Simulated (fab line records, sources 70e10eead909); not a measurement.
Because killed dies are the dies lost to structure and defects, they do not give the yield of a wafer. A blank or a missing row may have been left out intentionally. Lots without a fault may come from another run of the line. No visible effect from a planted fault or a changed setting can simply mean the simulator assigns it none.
Code-filled problem report in 8D (eight disciplines) form ; flow nandHarc ; the parts of the form that need people (team, actions taken, sign-off) are left out

## 1. THE ISSUE
Mean of timeToEndpointS at NHARC_P_M1_CMP_23: 48.6 s across 2 wafers in 2 lots; on wafers with no fault it is 28.5 s (standard deviation 2.2). Relative to the usual mean, that is a shift of +9.1 standard deviations.
The step: polishes, t overpolish 20 s, target thk 157.82 nm.
Seen first at day 11 08:25 on cmp-01, wafer L493.3. At this step, 33 wafers from 11 lots have a number in the record. Rule for "out", or "out of limits": more than 4 standard deviations from the usual mean. The rest of the wafers with a number are treated as sound.

## 2. WHAT IT IS, AND WHAT IT ISN'T
question;is;is not
which readings at this step;timeToEndpointS;motorCurrentA
which lots;L493, L494;L481, L482, L489, L490, L491, L492, L502, L503, L504
which wafers of those lots;L493.3, L494.2;L493.1, L493.4, L494.1, L494.4
read on which tools;cmp-01, cmp-03;cmp-04
when;from day 11 08:25;"up to then (20 sound wafers); but 11 sound wafers of L494, L502, L503, L504 came after"

## 3. THE SUSPECTS, EACH WITH WHAT RULES IT OUT
Counting: any tool at a process step up to the reading remains a suspect provided it ran every lot that is out. Sound lots after the first of them don't rule it out here, since some wafers of a struck lot are sound.
- pecvd-02 at NHARC_P_M0_DEP_32 (deposits SiCN, target thk 30 nm): kept. It processed each lot that is out (first: L493, day 11 05:04); up to then, its last sound lot is L489 (day 9 16:20).
- rieDiel-11 at NHARC_P_M1_DESCUM_14 (chemistry O2, time 3 s): kept. It processed each lot that is out (first: L493, day 11 06:19); up to then, its last sound lot is L492 (day 10 16:49).
- ecdCu-01 at NHARC_P_M1_ECD_22 (material Cu, target thk 400 nm): kept. It processed each lot that is out (first: L493, day 11 07:45); up to then, its last sound lot is L492 (day 10 18:13).
- At NHARC_P_M1_ECD_22 on ecdCu-01, chamber 1 took the sound wafers of the same lots and chamber 0 took the wafers that are out.
Still standing after the count: pecvd-02 at NHARC_P_M0_DEP_32, rieDiel-11 at NHARC_P_M1_DESCUM_14, ecdCu-01 at NHARC_P_M1_ECD_22.

## 4. THE CAUSE (what the simulator had put in)
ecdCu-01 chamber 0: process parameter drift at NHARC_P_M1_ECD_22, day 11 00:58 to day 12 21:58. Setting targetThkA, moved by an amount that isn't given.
This tool is one of the 3 suspects left after counting.

## 5. SEQUENCE OF EFFECTS, ordered by route
Rows list readings where the struck wafers' mean (over those with a number) sits beyond 3 standard deviations from the usual. Readings are gone through only where the record gives a usual standard deviation; hours: the median, over the lots, of the time from a lot's start at the first step in this table giving one to that lot's start at this step; sigmas: the change measured in usual standard deviations.
hours;step;reading;usual;on struck wafers;change;sigmas
0;NHARC_P_M1_CMP_23;timeToEndpointS;28.5 s;48.6;+20.1;+9.1
Its process steps:
- NHARC_P_M1_CMP_23: polishes, t overpolish 20 s, target thk 157.82 nm.

## 6. WHAT WOULD HAVE CAUGHT IT SOONER
In this record no reading fell out of limits until day 11 08:25, 7 hours after the fault had begun at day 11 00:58.
An alarm limit of 4 standard deviations would not have fired on the tool readings at NHARC_P_M1_ECD_22 for which the record gives a usual standard deviation, since none of them was out on any struck wafer.
Lots out: 2; of these, L494 started NHARC_P_M1_ECD_22 on ecdCu-01 after day 11 08:25. A hold on the tool at that time would have spared it.
